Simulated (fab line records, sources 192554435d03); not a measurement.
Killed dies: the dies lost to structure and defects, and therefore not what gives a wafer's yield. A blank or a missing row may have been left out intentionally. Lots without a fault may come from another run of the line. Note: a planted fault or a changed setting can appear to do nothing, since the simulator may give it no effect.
fab line records	flow n5Finfet	part 1 of 2: steps 1 to 20 of 30
record lots=5	wafers=15	lastDay=16
route steps=1938 shown HKMG_FIN@458 GATE_CUT@465
lots untouched by any fault: they come from a run of this same line in which no faults occurred
startH: the number of hours between the record's first day and the start of the first shown wafer of the lot	waitH: hours since the lot's step before	" identical to the entry in the row above	L1.1+2: one row covering several wafers at once	- either no value or no given start	* or withheld: withheld	< > ~ a bound
route shown NAME@n: a module of which the file shows steps, and the number in the route of the first	usual: mean/standard deviation of fault-free wafers	same: alike in all rows	chamber/n: place in a boat	sites: each site's reading	_std_site: the values' standard deviation	_edge_site: outer sites' mean less inner sites'	radiusMm: how far each site lies from the wafer's centre	mask NAME#n: copy n	behind: the tool/chamber that last shaped the wafer	hold: cause of the lot's hold/its duration in hours/its outcome	device: which transistor (n, p or np) failed to switch	end of line: at the end of the route, the tests of the same wafers	where a step has no rows: the recipe by itself	killed: not the wafer's yield, but the dies lost to structure and defects at the first sort	map: a wafer's dies, x killed, . not, _ none there
set.NAME: the setting that was run; set.NAME@STEP: the one run at that earlier step	model.NAME: the simulator's own value behind a step, which no gauge read
lots at some steps of the route; a table a step, a row a wafer
services: the hour from which a tool's chamber was out of use, counted from the record's first day as startH (under 0 if before that day), plus the number of hours and why
## steps
# step N5_HKMG_FIN_W_FILL_22
# recipe material=W	targetThkA=600	tempC=400	pressureTorr=39.4	timeS=18.2
# usual heaterPowerW=841/44	throttleValvePct=19.0/0.59
lot.wafer	tool	chamber	startH	waitH	heaterPowerW	throttleValvePct
L079.1	cvdW-02	1	108.86	0.0	850	18.8
L079.3	"	1	"	"	858	18.9
L079.6	"	1	"	"	860	18.7
L080.2	cvdW-01	0	114.13	0.0	879	20.0
L080.3	"	1	"	"	750	18.6
L080.5	"	0	"	"	889	19.9
L085.1	cvdW-02	0	144.70	0.0	863	18.2
L085.3	"	1	"	"	848	19.1
L085.6	"	0	"	"	833	18.4
L090.1	cvdW-02	1	173.18	0.0	854	18.8
L090.2	"	0	"	"	850	18.4
L090.5	"	0	"	"	837	18.3
L091.3	cvdW-02	0	181.64	0.0	862	18.6
L091.4	"	1	"	"	854	19.3
L091.5	"	0	"	"	861	18.6
# step N5_HKMG_FIN_PRECLEAN_83
# recipe chemistry=DIW	timeS=57.5	tempC=23
lot.wafer	tool	chamber	startH	waitH
L079.1+3+6	wetBench-02	5,3,2	108.92	0.0
L080.2+3+5	wetBench-01	1,3,0	114.19	0.0
L085.1+3+6	wetBench-05	7,0,5	144.76	0.0
L090.1+2+5	wetBench-01	3,6,4	173.24	0.0
L091.3+4+5	wetBench-01	4,2,6	181.69	0.0
# step N5_HKMG_FIN_SRD_84
# recipe dryTimeS=32	dry=n2Spin	spinRpm=1500
lot.wafer	tool	chamber	startH	waitH
L079.1+3+6	wetBench-02	5,3,2	108.94	0.0
L080.2+3+5	wetBench-01	1,3,0	114.21	0.0
L085.1+3+6	wetBench-05	7,0,5	144.78	0.0
L090.1+2+5	wetBench-01	3,6,4	173.26	0.0
L091.3+4+5	wetBench-01	4,2,6	181.71	0.0
# step N5_HKMG_FIN_CMP_23
# recipe stopOn=SiNx	tOverpolishS=10	postCmpClean=rinseOnly	downForcePsi=4	platenRpm=50.289	padVelocityMS=1.0006	targetThkNm=46.326
# usual motorCurrentA=12.3/1.2	overpolishRunS=10.000/0.0094	timeToEndpointS=12.7/2
lot.wafer	tool	chamber	startH	waitH	motorCurrentA	overpolishRunS	timeToEndpointS
L079.1	cmp-02	2	109.05	0.1	11.6	9.994	12.0
L079.3	"	3	"	"	12.2	9.991	13.8
L079.6	"	1	"	"	12.9	10.015	11.7
L080.2	cmp-03	3	114.24	0.0	12.9	10.022	12.3
L080.3	"	0	"	"	12.7	9.988	13.6
L080.5	"	3	"	"	13.1	10.015	14.2
L085.3	cmp-04	3	144.81	0.0	10.8	9.994	10.8
L085.1	"	2	"	"	12.2	9.990	11.7
L085.6	"	3	"	"	10.1	9.990	11.2
L090.2	cmp-04	3	173.45	0.2	10.5	10.024	11.1
L090.1	"	0	"	"	15.6	9.990	14.0
L090.5	"	2	"	"	12.0	9.993	13.5
L091.3	cmp-03	1	181.74	0.0	12.3	9.992	10.5
L091.4	"	0	"	"	13.2	10.018	9.2
L091.5	"	2	"	"	12.4	10.000	9.5
# step N5_HKMG_FIN_CMP_94
# recipe stopOn=SiNx	postCmpClean=wDiluteNh4oh	tOverpolishS=4.7	downForcePsi=4	platenRpm=50.289	padVelocityMS=1.0006	targetThkNm=43.299
# usual motorCurrentA=12.3/1.2
lot.wafer	tool	chamber	startH	waitH	motorCurrentA
L079.1	cmp-02	2	109.48	0.3	12.2
L079.3	"	3	"	"	12.4
L079.6	"	1	"	"	11.9
L080.2	cmp-03	3	114.72	0.4	12.9
L080.3	"	0	"	"	12.6
L080.5	"	3	"	"	12.9
L085.3	cmp-04	3	145.29	0.4	10.7
L085.1	"	2	"	"	12.2
L085.6	"	3	"	"	10.3
L090.2	cmp-04	3	173.83	0.3	10.7
L090.1	"	0	"	"	15.8
L090.5	"	2	"	"	11.8
L091.3	cmp-03	1	182.22	0.4	12.5
L091.4	"	0	"	"	12.7
L091.5	"	2	"	"	11.9
# step N5_HKMG_FIN_INSPECT_28
# recipe inspectInstrument=darkfield	mode=postCmp
# usual rawDefectCount=45/21
lot.wafer	tool	chamber	startH	waitH	rawDefectCount
L079.1	defectInspect-01	-	109.68	0.0	72
L079.3	"	-	"	"	109
L079.6	"	-	"	"	36
L080.2	defectInspect-02	-	114.95	0.0	31
L080.3	"	-	"	"	26
L080.5	"	-	"	"	51
L085.1	defectInspect-01	-	145.53	0.0	55
L085.3	"	-	"	"	37
L085.6	"	-	"	"	33
L090.1	defectInspect-01	-	174.00	0.0	68
L090.2	"	-	"	"	110
L090.5	"	-	"	"	58
L091.3	defectInspect-01	-	182.45	0.0	73
L091.4	"	-	"	"	64
L091.5	"	-	"	"	40
# step N5_GATE_CUT_ETCHBACK_00
# recipe chemistry=SF6/Cl2	target=W	pressureMtorr=8	icpW=900	biasW=80	SF6_flow_sccm=40	Cl2_flow_sccm=60
# usual drypumpMotorCurrentA=5.6/0.45	oesProductAu=0.74/0.09	throttleValvePct=27.45/0.12
lot.wafer	tool	chamber	startH	waitH	drypumpMotorCurrentA	oesProductAu	rfHoursCounterH	throttleValvePct
L079.1	rieMetal-01	0	109.72	0.0	6.0	0.79	49	27.47
L079.3	"	1	"	"	5.2	0.66	-	27.36
L079.6	"	0	"	"	6.0	0.78	-	27.48
L080.2	rieMetal-01	0	114.99	0.0	6.0	0.77	49	27.46
L080.3	"	0	"	"	6.0	0.78	-	27.48
L080.5	"	0	"	"	6.0	0.78	-	27.46
L085.1	rieMetal-01	0	145.56	0.0	6.0	0.77	51	27.48
L085.3	"	0	"	"	6.0	0.77	-	27.47
L085.6	"	0	"	"	6.0	0.77	-	27.47
L090.1	rieMetal-02	1	174.03	0.0	5.2	0.80	38	27.44
L090.2	"	1	"	"	5.2	0.80	-	27.44
L090.5	"	1	"	"	5.3	0.80	-	27.43
L091.3	rieMetal-02	1	182.56	0.1	5.2	0.80	-	27.44
L091.4	"	1	"	"	5.2	0.80	-	27.43
L091.5	"	1	"	"	5.2	0.80	-	27.45
# step N5_GATE_CUT_ETCH_56
# recipe chemistry=Cl2/Ar	target=TiN	targetDepthA=216	pressureMtorr=10	icpW=600	biasW=60	Cl2_flow_sccm=40	Ar_flow_sccm=60
# usual drypumpMotorCurrentA=5.6/0.45	oesProductAu=0.73/0.09	throttleValvePct=20.79/0.11
lot.wafer	tool	chamber	startH	waitH	drypumpMotorCurrentA	oesProductAu	rfHoursCounterH	throttleValvePct
L079.1	rieMetal-01	0	109.84	0.1	6.0	0.76	49	20.83
L079.3	"	1	"	"	5.1	0.66	-	20.77
L079.6	"	0	"	"	6.0	0.77	-	20.84
L080.2	rieMetal-01	0	115.11	0.1	6.0	0.78	49	20.82
L080.3	"	0	"	"	6.0	0.78	-	20.84
L080.5	"	0	"	"	6.0	0.78	-	20.86
L085.1	rieMetal-01	0	145.68	0.1	6.0	0.77	52	20.82
L085.3	"	0	"	"	6.0	0.77	-	20.82
L085.6	"	0	"	"	6.0	0.77	-	20.83
L090.1	rieMetal-02	1	174.27	0.2	5.2	0.80	39	20.71
L090.2	"	1	"	"	5.2	0.79	-	20.71
L090.5	"	1	"	"	5.2	0.79	-	20.72
L091.3	rieMetal-02	1	182.78	0.2	5.2	0.79	-	20.73
L091.4	"	1	"	"	5.2	0.79	-	20.71
L091.5	"	1	"	"	5.3	0.79	-	20.70
# step N5_GATE_CUT_ETCHBACK_30
# recipe chemistry=Cl2/Ar	target=TiN	targetDepthA=30	mode=isotropic	pressureMtorr=10	icpW=600	biasW=60	Cl2_flow_sccm=40	Ar_flow_sccm=60
# usual drypumpMotorCurrentA=5.6/0.45	oesProductAu=0.73/0.089	throttleValvePct=20.79/0.11
lot.wafer	tool	chamber	startH	waitH	drypumpMotorCurrentA	oesProductAu	rfHoursCounterH	throttleValvePct
L079.1	rieMetal-01	0	109.93	0.1	6.1	0.79	49	20.82
L079.3	"	1	"	"	5.2	0.66	-	20.75
L079.6	"	0	"	"	6.0	0.78	-	20.83
L080.2	rieMetal-01	0	115.20	0.1	6.0	0.77	49	20.83
L080.3	"	0	"	"	6.0	0.77	-	20.81
L080.5	"	0	"	"	6.0	0.78	-	20.84
L085.1	rieMetal-01	0	145.77	0.1	6.0	0.77	52	20.83
L085.3	"	0	"	"	6.1	0.79	-	20.81
L085.6	"	0	"	"	6.0	0.78	-	20.82
L090.1	rieMetal-02	1	174.45	0.1	5.2	0.80	39	20.71
L090.2	"	1	"	"	5.3	0.79	-	20.71
L090.5	"	1	"	"	5.2	0.79	-	20.72
L091.3	rieMetal-02	1	182.92	0.1	5.2	0.78	-	20.71
L091.4	"	1	"	"	5.2	0.79	-	20.73
L091.5	"	1	"	"	5.2	0.79	-	20.72
# step N5_GATE_CUT_VAPOR_ETCH_60
# recipe chemistry=BCl3/Cl2	target=HfO2	mode=isotropic
# usual drypumpMotorCurrentA=5.6/0.45	oesProductAu=0.73/0.09
lot.wafer	tool	chamber	startH	waitH	drypumpMotorCurrentA	oesProductAu
L079.1	rieMetal-01	0	109.96	0.0	6.0	0.78
L079.3	"	1	"	"	5.2	0.65
L079.6	"	0	"	"	6.0	0.78
L080.2	rieMetal-01	0	115.23	0.0	6.0	0.78
L080.3	"	0	"	"	6.0	0.78
L080.5	"	0	"	"	6.0	0.79
L085.1	rieMetal-01	0	145.80	0.0	6.0	0.78
L085.3	"	0	"	"	6.0	0.78
L085.6	"	0	"	"	6.0	0.79
L090.1	rieMetal-02	1	174.51	0.1	5.2	0.79
L090.2	"	1	"	"	5.2	0.79
L090.5	"	1	"	"	5.2	0.79
L091.3	rieMetal-02	1	182.98	0.1	5.2	0.79
L091.4	"	1	"	"	5.2	0.79
L091.5	"	1	"	"	5.2	0.79
# step N5_GATE_CUT_ETCH_58
# recipe chemistry=CH3F/O2	target=SiNx	targetDepthA=170	timeS=128.6	ionEnergyEv=50	pressureMtorr=30	sourceW=415	biasW=21	Ar_flow_sccm=150	CH3F_flow_sccm=30	O2_flow_sccm=20
# usual drypumpMotorCurrentA=5.8/0.44	oesProductAu=0.79/0.1	rfVppV=99.0/0.97	showerheadPlenumPTorr=1.99/0.06	throttleValvePct=16.23/0.19
lot.wafer	tool	chamber	startH	waitH	drypumpMotorCurrentA	oesProductAu	rfHoursCounterH	rfVppV	showerheadPlenumPTorr	throttleValvePct
L079.1	rieDiel-06	3	110.01	0.0	5.9	0.90	25	99.1	1.96	15.98
L079.3	"	0	"	"	5.8	0.66	253	98.1	1.97	16.47
L079.6	"	1	"	"	6.6	0.91	-	98.2	2.12	16.23
L080.2	rieDiel-06	0	115.33	0.1	5.8	0.65	254	98.7	1.97	16.47
L080.3	"	3	"	"	5.9	0.89	26	96.9	1.96	15.98
L080.5	"	0	"	"	5.7	0.66	-	98.7	1.97	16.47
L085.1	rieDiel-02	2	145.86	0.0	6.0	1.00	3	98.1	1.96	16.14
L085.3	"	0	"	"	5.9	0.72	209	99.4	1.98	16.41
L085.6	"	2	"	"	6.0	0.99	-	98.8	1.96	16.16
L090.1	rieDiel-02	3	174.67	0.1	5.6	0.69	205	99.8	2.06	16.34
L090.2	"	2	"	"	6.0	0.96	12	99.8	1.96	16.17
L090.5	"	0	"	"	5.9	0.71	-	98.5	1.98	16.43
L091.3	rieDiel-06	0	183.04	0.1	5.8	0.95	14	98.9	1.96	15.98
L091.4	"	3	"	"	5.9	0.85	53	98.3	1.95	16.04
L091.5	"	3	"	"	5.9	0.86	-	98.4	1.95	16.04
# step N5_GATE_CUT_STRIP_59
# recipe chemistry=N2/H2	timeS=20	powerW=100	tempC=40	pressureMtorr=100	rfFrequencyHz=6e+07	biasPowerW=3	n2FlowSccm=300	h2FlowSccm=300
# usual drypumpMotorCurrentA=5.8/0.44	oesProductAu=0.79/0.099	rfVppV=45.2/0.94	showerheadPlenumPTorr=3.37/0.097	throttleValvePct=12.15/0.23
lot.wafer	tool	chamber	startH	waitH	drypumpMotorCurrentA	oesProductAu	rfHoursCounterH	rfVppV	showerheadPlenumPTorr	throttleValvePct
L079.1	rieDiel-06	3	110.11	0.1	5.9	0.89	25	44.9	3.30	11.81
L079.3	"	0	"	"	5.8	0.66	253	45.5	3.32	12.40
L079.6	"	1	"	"	6.6	0.92	-	46.1	3.57	12.05
L080.2	rieDiel-06	0	115.43	0.1	5.8	0.66	254	46.2	3.32	12.39
L080.3	"	3	"	"	5.9	0.89	26	46.7	3.30	11.82
L080.5	"	0	"	"	5.9	0.66	-	46.3	3.32	12.39
L085.1	rieDiel-02	2	145.96	0.1	6.0	1.00	4	44.0	3.31	11.91
L085.3	"	0	"	"	6.0	0.72	210	44.9	3.34	12.34
L085.6	"	2	"	"	6.0	0.99	-	45.5	3.31	11.90
L090.1	rieDiel-02	3	174.77	0.1	5.6	0.69	205	46.0	3.49	12.40
L090.2	"	2	"	"	6.0	0.97	12	44.9	3.31	11.94
L090.5	"	0	"	"	6.0	0.71	-	44.0	3.34	12.33
L091.3	rieDiel-06	0	183.15	0.1	5.8	0.95	14	46.0	3.31	11.78
L091.4	"	3	"	"	5.9	0.85	53	44.1	3.29	11.90
L091.5	"	3	"	"	5.9	0.85	-	45.3	3.29	11.90
# step N5_GATE_CUT_PRECLEAN_31
# recipe tempC=23	chemistry=DIW	timeS=300
lot.wafer	tool	chamber	startH	waitH
L079.1+3+6	wetBench-03	3,0,4	110.19	0.1
L080.2+3+5	wetBench-04	7,2,1	115.52	0.1
L085.1+3+6	wetBench-03	5,4,2	146.04	0.1
L090.1+2+5	wetBench-03	1,6,5	174.86	0.1
L091.3+4+5	wetBench-04	6,3,5	183.23	0.1
# step N5_GATE_CUT_SRD_32
# recipe timeS=30	tempC=23	rinseLiquid=diw	dry=ipaMarangoni
lot.wafer	tool	chamber	startH	waitH
L079.1+3+6	wetBench-03	3,0,4	110.28	0.0
L080.2+3+5	wetBench-04	7,2,1	115.60	0.0
L085.1+3+6	wetBench-03	5,4,2	146.13	0.0
L090.1+2+5	wetBench-03	1,6,5	174.94	0.0
L091.3+4+5	wetBench-04	6,3,5	183.31	0.0
# step N5_GATE_CUT_SAC_CAP_01
# recipe material=SiNx	targetThkA=240	tempC=400	aldPrecursorFamily=SiH2I2	aldCoReactant=N2/H2-plasma	pulseTimeS=1	aldCycles=480	purgeTimeS=2	coReactantPurgeTimeS=2	pressureTorr=2
# usual heaterPowerW=835/67	precursorPulseHeightRel=1.000/0.02
# same aldCycles=480
lot.wafer	tool	chamber	startH	waitH	heaterPowerW	precursorPulseHeightRel
L079.1	aldSin-03	3	110.33	0.0	940	0.990
L079.3	"	2	"	"	766	1.002
L079.6	"	0	111.41	1.1	820	0.989
L080.2	aldSin-04	1	115.65	0.0	805	0.998
L080.3	"	2	"	"	786	0.956
L080.5	"	0	116.74	1.1	700	1.010
L085.1	aldSin-03	3	146.79	0.6	935	1.005
L085.3	"	1	"	"	912	0.967
L085.6	"	1	147.88	1.7	906	0.980
L090.1	aldSin-02	0	174.99	0.0	894	0.973
L090.2	"	2	"	"	860	0.997
L090.5	"	1	176.08	1.1	817	0.972
L091.3	aldSin-03	2	183.36	0.0	777	0.976
L091.4	"	0	"	"	804	1.008
L091.5	"	3	184.45	1.1	919	0.993
# step N5_GATE_CUT_PECVD_57
# recipe material=SiNx	targetThkA=210	tempC=400	precursor=SiH4/NH3/N2	pressureTorr=1.5	rfW=300
# usual heaterPowerW=711/60	showerheadPlenumPTorr=5.14/0.051	throttleValvePct=41.2/2.3
lot.wafer	tool	chamber	startH	waitH	heaterPowerW	showerheadPlenumPTorr	throttleValvePct
L079.1	pecvd-01	1	112.52	1.1	751	5.16	43.6
L079.3	"	0	"	"	676	5.18	40.7
L079.6	"	1	"	"	737	5.17	43.4
L080.2	pecvd-02	0	117.84	1.1	627	5.03	42.6
L080.3	"	2	"	"	665	5.08	39.4
L080.5	"	1	"	"	606	5.18	44.7
L085.1	pecvd-01	0	148.98	1.1	647	5.20	40.8
L085.3	"	2	"	"	718	5.13	39.9
L085.6	"	1	"	"	701	5.17	43.7
L090.1	pecvd-04	2	177.21	1.1	720	5.15	36.4
L090.2	"	1	"	"	872	5.11	42.3
L090.5	"	2	"	"	696	5.16	36.3
L091.3	pecvd-04	2	185.55	1.1	610	5.15	36.5
L091.4	"	1	"	"	778	5.12	42.4
L091.5	"	2	"	"	620	5.16	36.5
# step N5_GATE_CUT_CMP_02
# recipe stopOn=SiO2	tOverpolishS=12.7	postCmpClean=alkalineBrush	downForcePsi=2.5	platenRpm=51.8	padVelocityMS=1.0307	targetThkNm=0
# usual motorCurrentA=8.9/0.57	overpolishRunS=12.701/0.0099	timeToEndpointS=25.3/2.1
lot.wafer	tool	chamber	startH	waitH	motorCurrentA	overpolishRunS	timeToEndpointS
L079.1	cmp-01	3	112.63	0.1	9.5	12.703	28.0
L079.3	"	1	"	"	8.7	12.693	27.5
L079.6	"	3	"	"	9.1	12.717	26.6
L080.2	cmp-02	0	117.96	0.1	7.7	12.687	28.5
L080.3	"	1	"	"	9.6	12.703	25.7
L080.5	"	0	"	"	7.3	12.706	26.1
L085.3	cmp-02	3	149.16	0.2	9.5	12.721	24.7
L085.1	"	2	"	"	8.5	12.700	25.4
L085.6	"	0	"	"	7.5	12.714	27.1
L090.1	cmp-03	3	177.31	0.1	10.0	12.716	21.1
L090.2	"	0	"	"	9.1	12.689	21.4
L090.5	"	3	"	"	10.2	12.694	20.8
L091.3	cmp-01	2	185.63	0.1	8.4	12.688	24.2
L091.4	"	3	"	"	8.8	12.689	24.6
L091.5	"	3	"	"	8.6	12.699	24.9
# step N5_GATE_CUT_HM_DEP_46
# recipe material=SiO2	targetThkA=1300	tempC=400	precursor=TEOS/O2	pressureTorr=6.5	rfW=900	teosFlowSccm=161.4	gas=O2	flowSccm=2650	timeS=26.6
# usual heaterPowerW=503/55	showerheadPlenumPTorr=8.34/0.03	throttleValvePct=19.4/0.97
lot.wafer	tool	chamber	startH	waitH	heaterPowerW	showerheadPlenumPTorr	throttleValvePct
L079.1	pecvd-02	1	112.92	0.0	480	8.37	20.7
L079.3	"	0	"	"	491	8.31	19.9
L079.6	"	2	"	"	449	8.32	18.6
L080.2	pecvd-01	1	118.25	0.0	500	8.35	20.5
L080.3	"	2	"	"	520	8.36	18.5
L080.5	"	1	"	"	512	8.36	20.3
L085.1	pecvd-02	0	149.49	0.0	422	8.28	19.8
L085.3	"	2	"	"	521	8.30	18.3
L085.6	"	2	"	"	521	8.30	18.4
L090.1	pecvd-02	2	177.64	0.0	460	8.31	18.8
L090.2	"	1	"	"	485	8.36	21.0
L090.5	"	0	"	"	523	8.29	19.6
L091.3	pecvd-01	2	185.96	0.0	532	8.33	18.9
L091.4	"	2	"	"	396	8.37	18.7
L091.5	"	1	"	"	534	8.35	20.3
# step N5_GATE_CUT_COAT_34
# recipe resist=SOC	tempC=250	timeS=60	spinRpm=1500	resistThkNm=60
# usual chillPlateTempC=23.03/0.11	heaterPowerTotalW=500.4/1.8
lot.wafer	tool	chamber	startH	waitH	chillPlateTempC	heaterPowerTotalW
L079.1	lithoTrack-01	0	112.99	0.0	23.10	503.2
L079.3	"	0	"	"	22.77	498.0
L079.6	"	0	"	"	22.91	500.9
L080.2	lithoTrack-05	0	118.32	0.0	23.03	498.2
L080.3	"	0	"	"	23.08	498.6
L080.5	"	0	"	"	22.99	500.4
L085.1	lithoTrack-05	0	149.56	0.0	23.10	499.5
L085.3	"	0	"	"	23.08	502.9
L085.6	"	0	"	"	23.03	501.3
L090.1	lithoTrack-01	0	177.71	0.0	23.18	500.1
L090.2	"	0	"	"	23.15	503.4
L090.5	"	0	"	"	23.21	502.2
L091.3	lithoTrack-05	0	186.04	0.1	23.06	502.3
L091.4	"	0	"	"	23.15	497.8
L091.5	"	0	"	"	23.09	502.4
# step N5_GATE_CUT_COAT_35
# recipe resist=SiARC	tempC=220	timeS=60	spinRpm=1500	resistThkNm=10
# usual chillPlateTempC=22.98/0.1	heaterPowerTotalW=427.6/2.2
lot.wafer	tool	chamber	startH	waitH	chillPlateTempC	heaterPowerTotalW
L079.1	lithoTrack-01	0	-	-	23.15	431.0
L079.3	"	0	"	"	22.96	429.9
L079.6	"	0	"	"	23.07	425.7
L080.2	lithoTrack-05	0	-	-	23.08	426.9
L080.3	"	0	"	"	23.00	431.0
L080.5	"	0	"	"	23.04	428.1
L085.1	lithoTrack-05	0	-	-	23.00	430.4
L085.3	"	0	"	"	22.94	424.3
L085.6	"	0	"	"	22.94	428.7
L090.1	lithoTrack-01	0	-	-	22.90	430.7
L090.2	"	0	"	"	23.05	425.8
L090.5	"	0	"	"	22.92	426.7
L091.3	lithoTrack-05	0	-	-	22.83	429.4
L091.4	"	0	"	"	22.96	424.2
L091.5	"	0	"	"	23.07	430.2
